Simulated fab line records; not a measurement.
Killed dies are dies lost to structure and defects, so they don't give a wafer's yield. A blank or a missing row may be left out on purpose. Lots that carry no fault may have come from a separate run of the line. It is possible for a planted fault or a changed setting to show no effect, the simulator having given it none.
Which of the tools did it? + flow n5_finfet + 24 wafers from 8 lots sampled at 5 of the route's 1938 steps

== WHAT THE GAUGES READ, wafer by wafer ==
N5_BEOL_M4_RC_MEAS_101.
| lot  | measured     | on        | DIBL_N (mV/V)  | DIBL_P (mV/V)  | IOFF_N (nA/um)    | IOFF_P (nA/um) | ION_N (uA/um) | ION_P (uA/um) | SS_N (mV/dec)  | SS_P (mV/dec)  | VT_N (mV)   | VT_P (mV)      |
|------|--------------|-----------|----------------|----------------|-------------------|----------------|---------------|---------------|----------------|----------------|-------------|----------------|
| L735 | day 8 11:07  | prober-01 | 38.6 34.7 34.8 | 38.5 32.9 34.2 | 0.217 0.139 0.144 | 0.30 0.21 0.22 | 674 671 673   | 468 463 460   | 72.4 71.0 71.6 | 74.4 72.9 73.5 | 248 251 251 | -244 -249 -248 |
| L738 | day 9 02:27  | prober-02 | 35.6 38.0 37.0 | 36.1 39.5 37.8 | 0.174 0.237 0.203 | 0.24 0.32 0.27 | 679 694 691   | 472 484 481   | 71.7 72.4 71.8 | 73.4 73.6 73.5 | 247 243 243 | -243 -242 -243 |
| L751 | day 12 16:40 | prober-02 | 39.0 38.2 37.7 | 38.9 37.8 37.7 | 0.201 0.196 0.175 | 0.28 0.27 0.26 | 685 691 677   | 474 479 472   | 71.8 72.4 71.4 | 74.3 74.4 74.6 | 246 248 248 | -246 -244 -244 |
| L752 | day 12 11:26 | prober-01 | 35.3 34.3 34.0 | 34.9 33.2 33.3 | 0.143 0.123 0.126 | 0.18 0.17 0.18 | 676 666 667   | 459 457 460   | 71.4 70.4 70.9 | 72.9 72.6 72.6 | 252 254 252 | -253 -254 -252 |
| L753 | day 12 17:35 | prober-02 | 33.4 33.5 36.0 | 34.1 33.9 36.6 | 0.116 0.108 0.151 | 0.15 0.15 0.18 | 656 649 663   | 451 445 452   | 71.0 70.8 71.3 | 72.4 72.5 73.1 | 256 258 251 | -258 -256 -257 |
| L754 | day 12 22:13 | prober-02 | 35.3 37.8 35.5 | 35.0 38.1 35.2 | 0.137 0.182 0.137 | 0.18 0.22 0.18 | 679 689 678   | 464 468 466   | 70.7 71.5 71.0 | 72.9 73.6 73.5 | 254 249 250 | -252 -249 -253 |

== WHICH TOOL RAN EACH LOT (tool, then ch and the chambers of the sampled wafers, then the start) ==
| lot  | N5_MOL_CONTACT_COAG_ETCHBACK_135   | N5_MOL_CONTACT_COAG_ETCH_66        | N5_MOL_CONTACT_COAG_ETCHBACK_134   | N5_MOL_CONTACT_COAG_ETCH_124       |
|------|------------------------------------|------------------------------------|------------------------------------|------------------------------------|
| L735 | rie_diel-05 ch 2,3, day 5 15:16    | rie_diel-01 ch 0,1,2, day 5 16:25  | rie_diel-01 ch 0,1,2, day 5 16:41  | rie_diel-01 ch 0,1,2, day 5 16:52  |
| L738 | rie_diel-06 ch 0,1,2, day 6 11:23  | rie_diel-05 ch 0,1, day 6 12:40    | rie_diel-05 ch 0,2,3, day 6 13:01  | rie_diel-05 ch 0,2,3, day 6 13:13  |
| L749 | rie_diel-06 ch 0,1,3, day 9 04:25  | rie_diel-01 ch 1,2,3, day 9 05:32  | rie_diel-05 ch 0,2,3, day 9 05:47  | rie_diel-05 ch 0,2,3, day 9 05:58  |
| L750 | rie_diel-06 ch 1,2, day 9 11:13    | rie_diel-01 ch 2,3, day 9 12:15    | rie_diel-06 ch 1,2,3, day 9 12:31  | rie_diel-06 ch 1,2,3, day 9 12:42  |
| L751 | rie_diel-01 ch 1,2,3, day 9 17:54  | rie_diel-01 ch 0,2,3, day 9 19:06  | rie_diel-06 ch 1,2,3, day 9 19:22  | rie_diel-06 ch 1,2,3, day 9 19:32  |
| L752 | rie_diel-06 ch 0,1,3, day 9 23:11  | rie_diel-05 ch 1,2,3, day 10 00:10 | rie_diel-06 ch 0,1,3, day 10 00:25 | rie_diel-06 ch 0,1,3, day 10 00:37 |
| L753 | rie_diel-01 ch 0,1, day 10 02:25   | rie_diel-05 ch 1,2, day 10 03:28   | rie_diel-06 ch 0,1, day 10 03:47   | rie_diel-06 ch 0,1, day 10 03:58   |
| L754 | rie_diel-05 ch 0,1,2, day 10 09:40 | rie_diel-01 ch 0,1,3, day 10 10:41 | rie_diel-05 ch 0,2, day 10 10:56   | rie_diel-05 ch 0,2, day 10 11:08   |
- N5_MOL_CONTACT_COAG_ETCHBACK_135: etches SiO2 in CHF3, target depth 25 nm, time 16.7 s.
- N5_MOL_CONTACT_COAG_ETCH_66: etches SiARC in CF4, target depth 13 nm, time 21.7 s.
- N5_MOL_CONTACT_COAG_ETCHBACK_134: etches SiO2 in CHF3, target depth 10 nm, time 6.7 s.
- N5_MOL_CONTACT_COAG_ETCH_124: etches SiNx in CH3F/O2, stops on SiOC, target depth 6.5 nm.

== AS READ BY THE TOOLS THEMSELVES (means over the sampled wafers that have a number; for cases with no such wafer, the mark the record gives instead) ==
N5_MOL_CONTACT_COAG_ETCHBACK_135.
| lot  | tool        | CHF3_flow_sccm (sccm) | bias_w (W) | drypump_motor_current_A (A) | oes_f_703_au (a.u.) | oes_product_au (a.u.) | rf_vpp_V (V) | showerhead_plenum_p_Torr (Torr) | throttle_valve_pct (%) |
|------|-------------|-----------------------|------------|-----------------------------|---------------------|-----------------------|--------------|---------------------------------|------------------------|
| L735 | rie_diel-05 | 49.97                 | 170.0      | 5.2                         | 0.94                | 0.94                  | 527          | 2.47                            | 18.67                  |
| L738 | rie_diel-06 | 49.88                 | 170.3      | 5.6                         | 0.84                | 0.83                  | 521          | 2.47                            | 18.84                  |
| L749 | rie_diel-06 | 49.99                 | 169.6      | 5.6                         | 0.81                | 0.79                  | 523          | 2.49                            | 18.95                  |
| L750 | rie_diel-06 | 49.80                 | 169.8      | 6.1                         | 0.81                | 0.80                  | 518          | 2.47                            | 18.86                  |
| L751 | rie_diel-01 | 49.99                 | 170.0      | 5.4                         | 0.75                | 0.75                  | 522          | 2.31                            | 18.58                  |
| L752 | rie_diel-06 | 49.80                 | 170.1      | 5.6                         | 0.80                | 0.79                  | 523          | 2.49                            | 18.96                  |
| L753 | rie_diel-01 | 49.79                 | 169.9      | 6.0                         | 0.70                | 0.69                  | 519          | 2.36                            | 19.09                  |
| L754 | rie_diel-05 | 50.01                 | 170.0      | 5.8                         | 0.86                | 0.86                  | 521          | 2.35                            | 18.62                  |

N5_MOL_CONTACT_COAG_ETCH_66.
| lot  | tool        | drypump_motor_current_A (A) | etch_rf_on_time_s (s) | oes_product_au (a.u.) | rf_vpp_V (V) | showerhead_plenum_p_Torr (Torr) | throttle_valve_pct (%) |
|------|-------------|-----------------------------|-----------------------|-----------------------|--------------|---------------------------------|------------------------|
| L735 | rie_diel-01 | 5.7                         | 21.7                  | 0.63                  | 183.7        | 2.11                            | 15.72                  |
| L738 | rie_diel-05 | 5.7                         | 21.5                  | 0.78                  | 183.3        | 2.14                            | 15.29                  |
| L749 | rie_diel-01 | 5.4                         | 21.7                  | 0.65                  | 183.7        | 2.09                            | 15.49                  |
| L750 | rie_diel-01 | 5.3                         | 21.4                  | 0.67                  | 183.3        | 2.07                            | 15.39                  |
| L751 | rie_diel-01 | 5.6                         | 21.5                  | 0.65                  | 183.1        | 2.09                            | 15.58                  |
| L752 | rie_diel-05 | 5.5                         | 21.0                  | 0.75                  | 184.1        | 2.17                            | 15.52                  |
| L753 | rie_diel-05 | 5.8                         | 21.1                  | 0.74                  | 183.6        | 2.11                            | 15.63                  |
| L754 | rie_diel-01 | 5.7                         | 21.8                  | 0.61                  | 183.1        | 2.10                            | 15.72                  |

N5_MOL_CONTACT_COAG_ETCHBACK_134.
| lot  | tool        | CHF3_flow_sccm (sccm) | bias_w (W) | drypump_motor_current_A (A) | oes_f_703_au (a.u.) | oes_product_au (a.u.) | rf_vpp_V (V) | showerhead_plenum_p_Torr (Torr) | throttle_valve_pct (%) |
|------|-------------|-----------------------|------------|-----------------------------|---------------------|-----------------------|--------------|---------------------------------|------------------------|
| L735 | rie_diel-01 | 50.01                 | 170.2      | 5.7                         | 0.74                | 0.73                  | 520          | 2.35                            | 18.80                  |
| L738 | rie_diel-05 | 49.80                 | 169.9      | 5.4                         | 0.90                | 0.90                  | 524          | 2.40                            | 18.63                  |
| L749 | rie_diel-05 | -                     | -          | -                           | -                   | -                     | -            | -                               | -                      |
| L750 | rie_diel-06 | -                     | -          | -                           | -                   | -                     | -            | -                               | -                      |
| L751 | rie_diel-06 | 50.04                 | 170.2      | 5.9                         | 0.75                | 0.74                  | 521          | 2.44                            | 18.98                  |
| L752 | rie_diel-06 | 50.10                 | 169.5      | 5.6                         | 0.80                | 0.79                  | 524          | 2.49                            | 18.96                  |
| L753 | rie_diel-06 | 49.97                 | 170.5      | 5.3                         | 0.85                | 0.84                  | 523          | 2.51                            | 18.87                  |
| L754 | rie_diel-05 | 49.92                 | 170.2      | 5.6                         | 0.85                | 0.85                  | 519          | 2.31                            | 18.81                  |

N5_MOL_CONTACT_COAG_ETCH_124.
| lot  | tool        | drypump_motor_current_A (A) | oes_f_703_au (a.u.) | oes_product_au (a.u.) | rf_vpp_V (V) | showerhead_plenum_p_Torr (Torr) | throttle_valve_pct (%) |
|------|-------------|-----------------------------|---------------------|-----------------------|--------------|---------------------------------|------------------------|
| L735 | rie_diel-01 | 5.7                         | 0.75                | 0.64                  | 295.5        | 1.97                            | 16.41                  |
| L738 | rie_diel-05 | 5.4                         | 0.89                | 0.76                  | 298.2        | 2.01                            | 16.19                  |
| L749 | rie_diel-05 | 5.4                         | 0.86                | 0.74                  | 297.8        | 2.01                            | 16.24                  |
| L750 | rie_diel-06 | 5.9                         | 0.76                | 0.64                  | 295.2        | 2.05                            | 16.57                  |
| L751 | rie_diel-06 | 5.9                         | 0.76                | 0.64                  | 295.8        | 2.05                            | 16.59                  |
| L752 | rie_diel-06 | 5.6                         | 0.80                | 0.67                  | 296.7        | 2.10                            | 16.54                  |
| L753 | rie_diel-06 | 5.3                         | 0.85                | 0.72                  | 296.8        | 2.12                            | 16.45                  |
| L754 | rie_diel-05 | 5.6                         | 0.85                | 0.72                  | 295.6        | 1.94                            | 16.37                  |

== THE ANSWER, worked out from the rows above alone ==
Rule: usual is defined by the lots themselves. Put in order of their means at a reading, lots are off if they are a third of the lots or fewer, leave a main group of 4 or more, and stand apart from it by a gap of 3 or more times the standard deviation of the main group's means; of several such gaps the widest counts. The tables above print the reading to a certain number of digits; a main group whose means all agree to those digits is not used. A lot without any number at a reading at which 4 lots or more have one is off too. All remaining lots with rows at the step are treated as sound. Order of review: gauges by route order, followed by the tools' own readings, for which a lot's mean as printed above is used. The first step at which some lot is off is used, and at that step the reading that is off furthest; a lot without a number counts as furthest.
Off: L749, L750, at N5_MOL_CONTACT_COAG_ETCHBACK_134 (CHF3_flow_sccm). Without a number there: L749, L750. The main group: mean 49.97 sccm, standard deviation 0.096.
A tool fits if, at that step or a process step before it, it ran every lot that is off, and no sound lot after the first of them. Of those tried, none fits.

== WHAT THE SIMULATOR HAD PUT IN ==
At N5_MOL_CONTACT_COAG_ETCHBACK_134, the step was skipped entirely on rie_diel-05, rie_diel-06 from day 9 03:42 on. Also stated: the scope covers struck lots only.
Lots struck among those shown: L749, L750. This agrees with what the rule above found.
